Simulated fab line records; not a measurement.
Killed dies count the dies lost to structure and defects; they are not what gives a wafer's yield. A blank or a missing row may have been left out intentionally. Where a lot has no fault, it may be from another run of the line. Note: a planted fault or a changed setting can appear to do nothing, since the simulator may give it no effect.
Chamber matching -- flow nand_harc -- rie_diel-08 running NHARC_A_WL_FILL_STRIP_29: 4 sister chambers
The step strips in O2, time 20 s. 16 wafers are shown with their chamber, then 8 later ones without.

WAFERS WITH THEIR CHAMBER
wafer,chamber,showerhead_plenum_p_Torr (Torr),drypump_motor_current_A (A),rf_vpp_V (V)
L074.2,3,3.49,4.96,57.6
L074.5,3,3.49,4.98,57.6
L074.6,2,3.76,5.46,58.9
L076.2,0,3.40,5.52,58.5
L076.4,2,3.76,5.42,58.4
L076.5,0,3.40,5.51,57.5
L079.2,0,3.40,5.52,58.8
L079.4,3,3.49,4.96,57.9
L079.6,1,3.77,5.84,57.7
L083.1,0,3.40,5.53,58.4
L083.2,1,3.77,5.83,57.7
L083.3,2,3.76,5.46,59.2
L084.3,2,3.76,5.48,59.1
L084.4,0,3.39,5.52,59.0
L084.5,0,3.39,5.52,56.5
L090.2,3,3.48,4.96,57.5

SIGNATURES (means of the wafers above)
reading,chamber 0,chamber 1,chamber 2,chamber 3,scatter within a chamber
showerhead_plenum_p_Torr,3.3967,3.7700,3.7600,3.4875,0.00417
drypump_motor_current_A,5.5200,5.8350,5.4550,4.9650,0.0143
rf_vpp_V,58.117,57.700,58.900,57.650,0.642
Rule: a wafer lies at a distance from a chamber equal to the root of the sum of squares, over the readings, of (its reading less the chamber's mean, divided by the reading's scatter). If the next closest chamber is less than 2 further off than the closest, the wafer can't be placed; otherwise it belongs to the closest. The scatter: take each reading less its chamber's mean, square it, sum over the shown wafers, divide by the number of wafers less the number of chambers, and take the root.

WAFERS MISSING THEIR CHAMBER
wafer,showerhead_plenum_p_Torr (Torr),drypump_motor_current_A (A),rf_vpp_V (V)
L090.3,3.39,5.50,57.8
L090.6,3.48,4.97,57.5
L092.2,3.48,4.94,59.0
L092.5,3.76,5.81,58.8
L092.6,3.48,4.98,57.1
L097.3,3.76,5.81,58.8
L097.5,3.48,4.95,57.3
L097.6,3.76,5.48,58.4

EACH ONE'S CHAMBER
wafer,from the rows above,in truth
L090.3,0,0
L090.6,3,3
L092.2,3,3
L092.5,1,1
L092.6,3,3
L097.3,1,1
L097.5,3,3
L097.6,2,2
Placed correctly: 8 of 8. From these rows, 0 cannot be placed. Placed wrongly: 0.
